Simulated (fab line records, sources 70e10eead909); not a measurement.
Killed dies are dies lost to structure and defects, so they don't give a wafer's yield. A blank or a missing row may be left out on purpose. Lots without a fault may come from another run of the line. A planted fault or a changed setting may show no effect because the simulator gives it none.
A struck lot beside a sound one | flow nand_harc | 18 steps out of a route of 1302
Sound: wafers L907.1, L907.2, L907.4. Struck: wafers L919.3, L919.4, L919.6. The cause comes at the end.
At each step with rows: each side's tool, then ch and its chambers, then its first start. Under that, the readings that differ: sound wafers | struck wafers | difference of the means | sigmas: that difference in standard deviations of wafers without a fault.
alike: readings whose means differ by less than 2 such deviations, and words and numbers that are the same on both sides. not compared: withheld readings, readings that some wafer has no value for, bounds like >300 that may hide the same value, and numbers for which the record gives no deviation and whose values overlap.
The two part at a step that has a row with sigmas, a row that says differs or no value, or rows on one side only. Numbers that don't overlap but have no deviation are shown without sigmas and don't part them. A reading that every wafer of one side lacks parts them only if that side has two wafers or more.

NHARC_P_GATE_ALD_36: deposits SiNx, target thk 20 nm, pulse time 60 s, ald cycles 223.
  sound on ald_sin-04 ch 0,1,3, day 5 00:37; struck on ald_sin-01 ch 1,2,3, day 9 20:41
  alike: heater_power_w, precursor_pulse_height_rel
NHARC_P_GATE_ETCHBACK_37: etches the open film in CHF3/O2, target depth 34.5 nm, time 17.2 s.
  sound on rie_diel-02 ch 0,1,3; struck on rie_diel-10 ch 1,2,3
  alike: drypump_motor_current_A, o2_flow_sccm, oes_product_au, rf_vpp_V, showerhead_plenum_p_Torr, throttle_valve_pct
  not compared: rf_hours_counter_h
NHARC_P_GATE_STRIP_101: strips in O2, time 20 s.
  sound on rie_diel-02 ch 0,1,2, day 5 10:16; struck on rie_diel-10 ch 0,1,2, day 10 04:10
  alike: drypump_motor_current_A, o2_flow_sccm, oes_product_au, rf_vpp_V, showerhead_plenum_p_Torr, throttle_valve_pct
  not compared: rf_hours_counter_h
then, 9 steps without rows for these wafers: NHARC_P_GATE_PRECLEAN_97 (cleans in SPM, time 600 s); NHARC_P_GATE_SRD_98; NHARC_P_GATE_PRECLEAN_99 (cleans in SC1); NHARC_P_GATE_SRD_100; NHARC_P_GATE_DEHYDRATE_38 (time 120 s); NHARC_P_GATE_HMDS_39 (time 30 s); NHARC_P_GATE_COAT_40; NHARC_P_GATE_SOFTBAKE_41 (time 95 s); NHARC_P_GATE_EBR_42.
NHARC_P_GATE_EXPOSE_43: exposes mask P NSD, target cd 720 nm.
  sound on krf_scanner-02 ch 0, day 5 11:07; struck on krf_scanner-03 ch 0, day 10 04:56
  reading | sound                   | struck                           | difference | sigmas
  mask    | P_NSD#0 P_NSD#0 P_NSD#0 | P_NSD_R1#0 P_NSD_R1#0 P_NSD_R1#0 | differs    |
  alike: stage_vel_mm_s
then, 2 steps without rows for these wafers: NHARC_P_GATE_PEB_44 (peb time 85 s); NHARC_P_GATE_DEVELOP_45 (time 70 s).
NHARC_P_GATE_CD_MEAS_46: target cd 720 nm.
  sound on cd_sem-02 ch 0, day 5 11:16; struck on cd_sem-02 ch 0
  reading    | sound             | struck            | difference | sigmas
  cd_nm (nm) | 716.8 717.3 720.9 | 701.3 701.2 701.9 | -16.9      | -11
  not compared: hold
NHARC_P_GATE_DESCUM_48: chemistry O2, time 3 s.
  sound on rie_diel-12 ch 0,1,2, day 5 11:26; struck on rie_diel-10 ch 0,1,2, day 10 20:52
  reading                     | sound             | struck          | difference | sigmas
  drypump_motor_current_A (A) | 5.9 5.5 4.6       | 6.7 6.1 6.5     | +1.1       | +2
  model.P_GATE.cd_nm (nm)     | 716.7 716.9 721.3 | 701.2 702 701.8 | -16.6      |
  alike: o2_flow_sccm, oes_product_au, rf_vpp_V, showerhead_plenum_p_Torr, throttle_valve_pct
  not compared: rf_hours_counter_h
then, 1 step without rows for these wafers: NHARC_P_GATE_IMPLANT_49.

WHERE THEY PART
First at NHARC_P_GATE_EXPOSE_43; last, within this record, at NHARC_P_GATE_DESCUM_48.

WHY: what the simulator had put in
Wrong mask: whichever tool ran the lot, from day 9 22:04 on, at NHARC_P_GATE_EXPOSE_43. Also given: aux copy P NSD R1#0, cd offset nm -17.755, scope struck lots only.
